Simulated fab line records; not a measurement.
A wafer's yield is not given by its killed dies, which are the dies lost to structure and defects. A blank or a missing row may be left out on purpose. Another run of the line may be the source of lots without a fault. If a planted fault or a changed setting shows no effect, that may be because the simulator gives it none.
Struck lot and sound lot, side by side | flow n5 finfet | 35 out of 1938 route steps
Sound: wafers L743.1, L743.3, L743.6. Struck: wafer L748.3. (L748.4 of the same lot was not struck and is left out.) The cause comes at the end.
Per side, at each step with rows, come the tool, then ch with its chambers, and then its first start. Under that, the readings that differ: sound wafers | struck wafers | difference of the means | sigmas: that difference in standard deviations of wafers without a fault.
alike: words and numbers the same on both sides, and readings whose means are apart by under 2 such deviations; not compared: readings that were withheld, readings missing a value for some wafer, numbers with overlapping values and no deviation given by the record, and bounds like >300 which may hide the same value.
Wherever a step has rows on one side only, a row that says differs or no value, or a row with sigmas, the two part there. Numbers that don't overlap but have no deviation are shown without sigmas and don't part them. A reading that every wafer of one side lacks parts them only if that side has two wafers or more.

first, 8 steps without rows for these wafers: N5_ILD0_LINER_00 (material SiNx, target thk 4 nm, pulse time 1 s, purge time 2 s); N5_ILD0_FCVD_FILL_01 (material SiO2 flowable, target thk 200 nm, time 328.3 s); N5_ILD0_CURE_02 (time 1800 s); N5_ILD0_CMP_03 (polishes, stops on SiNx, t overpolish 1.9 s, target thk 197.38 nm); N5_ILD0_CMP_07 (polishes SiO2 flowable, stops on poly-Si, t overpolish 1.18 s, target thk 138.88 nm); N5_ILD0_PRECLEAN_10 (cleans in NF3:NH3, afs cycles 5, time 20 s, sublimation time 60 s); N5_ILD0_ALD_15 (deposits SiNx, target thk 24 nm, pulse time 1 s, ald cycles 480); N5_ILD0_CMP_12 (polishes SiNx, stops on poly-Si, t overpolish 6 s, target thk 17.67 nm).
N5_SDB_HM_DEP_00: deposits SiNx from SiH4/NH3/N2, target thk 40 nm, time 35.3 s.
  sound on pecvd-04 ch 1,2, day 5 06:23; struck on pecvd-04 ch 1, day 6 11:58
  reading                                 | sound        | struck | difference | sigmas
  model.SiNx_of_SDB_HM_DEP_00.thk nm (nm) | 39.4 39.8 40 | 74.8   | +35.1      |
  alike: heater power w, showerhead plenum p Torr, showerhead vpp V, susceptor temp C, throttle valve pct
then, 13 steps without rows for these wafers: N5_SDB_COAT_03 (time 60 s, resist thk 100 nm); N5_SDB_COAT_04 (time 60 s, resist thk 18 nm); N5_SDB_COAT_05 (resist thk 90 nm); N5_SDB_EBR_07; N5_SDB_SOFTBAKE_06 (time 60 s); N5_SDB_EXPOSE_08 (exposes mask SDB); N5_SDB_PEB_09 (peb time 60 s); N5_SDB_DEVELOP_10 (develop time 30 s); N5_SDB_DESCUM_16 (chemistry O2, time 7.9 s); N5_SDB_ETCH_17 (etches SiARC in CF4, target depth 23.4 nm, time 39 s); N5_SDB_ETCH_18 (etches SOC in N2/H2, target depth 100 nm, overetch 20 nm, time 150 s); N5_SDB_STRIP_19 (strips in N2/H2); N5_SDB_STRIP_21 (strips in CF4).
N5_SDB_HM_OPEN_20: chemistry CH3F/O2, target SiNx, stops on poly-Si, target depth 24 nm.
  sound on rie diel-03 ch 0,2, day 5 07:24; struck on rie diel-03 ch 1, day 6 12:44
  reading                     | sound             | struck | difference | sigmas
  drypump motor current A (A) | 5.0 4.8 4.8       | 6.6    | +1.7       | +3
  oes_ar_750_au (a.u.)        | 0.95 0.98 0.98    | 0.70   | -0.27      | -3
  rf vpp V (V)                | 294 304 304       | 285    | -16        | -3
  throttle valve pct (%)      | 16.40 15.78 15.77 | 16.63  | +0.65      | +2
  model.etch.depth nm (nm)    | 23.37 23.82 23.96 | 33.58  | +9.86      |
  alike: O2_flow_sccm, oes product au, showerhead plenum p Torr
  not compared: rf hours counter h
then, 5 steps without rows for these wafers: N5_SDB_STRIP_22 (strips in N2/H2); N5_SDB_PRECLEAN_23 (cleans in dHF, time 30 s); N5_SDB_DUMMY_REMOVE_24 (chemistry TMAH, target poly-Si, stops on SiO2, target depth 142 nm, time 57 s, rinse time 30 s); N5_SDB_ETCH_25 (etches SiO2 in C4F6/O2, target depth 10 nm, time 3.3 s); N5_SDB_CUT_ETCH_26 (etches Si in HBr/Cl2/O2, target depth 129.6 nm, bt time 20 s, time 51.8 s).
N5_SDB_PRECLEAN_38: cleans in dHF, time 10 s.
  sound on wet bench-04 ch 5,6,7, day 5 08:28; struck on wet bench-04 ch 7, day 6 13:19
  reading                                 | sound        | struck | difference | sigmas
  model.SiNx_of_SDB_HM_DEP_00.thk nm (nm) | 21 21.4 21.8 | 56.8   | +35.4      |
then, 3 steps without rows for these wafers: N5_SDB_PRECLEAN_39 (cleans in O3/DIW, time 45 s); N5_SDB_SRD_28 (time 30 s); N5_SDB_ALD_29 (deposits SiNx, target thk 30 nm, pulse time 1 s, ald cycles 600).
N5_SDB_CMP_30: polishes, stops on poly-Si, t overpolish 1.54 s, target thk 30 nm.
  sound on cmp-01 ch 1,3, day 5 11:16; struck on cmp-01 ch 2, day 6 16:08
  reading                | sound          | struck | difference | sigmas
  time to endpoint s (s) | 19.8 20.9 19.2 | 30.2   | +10.2      | +4
  alike: motor current A, slurry filter dp kPa
N5_BEOL_M4_RC_MEAS_101:
  the record has rows for the sound wafers here (prober-01 ch 0, day 9 12:20) and none for the struck ones
-- the record jumps here: 9 days lie between the struck wafers' starts before and after (it left off in module BEOL_M4 and takes up again in module PASSIVATION, whose first step shown is number 1936 of the route) --
N5_PASSIVATION_PROBE_49:
  sound: prober-01 at day 13 15:19; struck: prober-01 at day 15 18:47
  reading                  | sound          | struck | difference | sigmas
  defect limited yield (%) | 89.6 90.7 89.6 | 0      | -90        | -69
  killed_at_M0_to_M3       | 28 25 35       | 51     | +22        | +2
  killed at front end      | 43 54 34       | 1096   | +1052      | +99 or more
  killed dies              | 123 110 123    | 1180   | +1061      | +71
  killed on rim            | 17 20 7        | 152    | +137       | +31
  sort_bin_5_function (%)  | 5.7 4.7 6.2    | 95.8   | +90.3      | +99 or more
  sort_bin_8_speed (%)     | 0.08 0 0       | 0      | +0         | -2
  sort n pass              | 1057 1070 1057 | 0      | -1061      | -71
  sort yield pct (%)       | 89.6 90.7 89.6 | 0      | -90        | -69
  alike: killed_at_M4_up, killed at contacts, killed at other, killed open, killed short, sort_bin_6_memory

WHERE THEY PART
Earliest at N5_SDB_HM_OPEN_20; latest, in this record, at N5_PASSIVATION_PROBE_49.

WHY: the cause the simulator had injected
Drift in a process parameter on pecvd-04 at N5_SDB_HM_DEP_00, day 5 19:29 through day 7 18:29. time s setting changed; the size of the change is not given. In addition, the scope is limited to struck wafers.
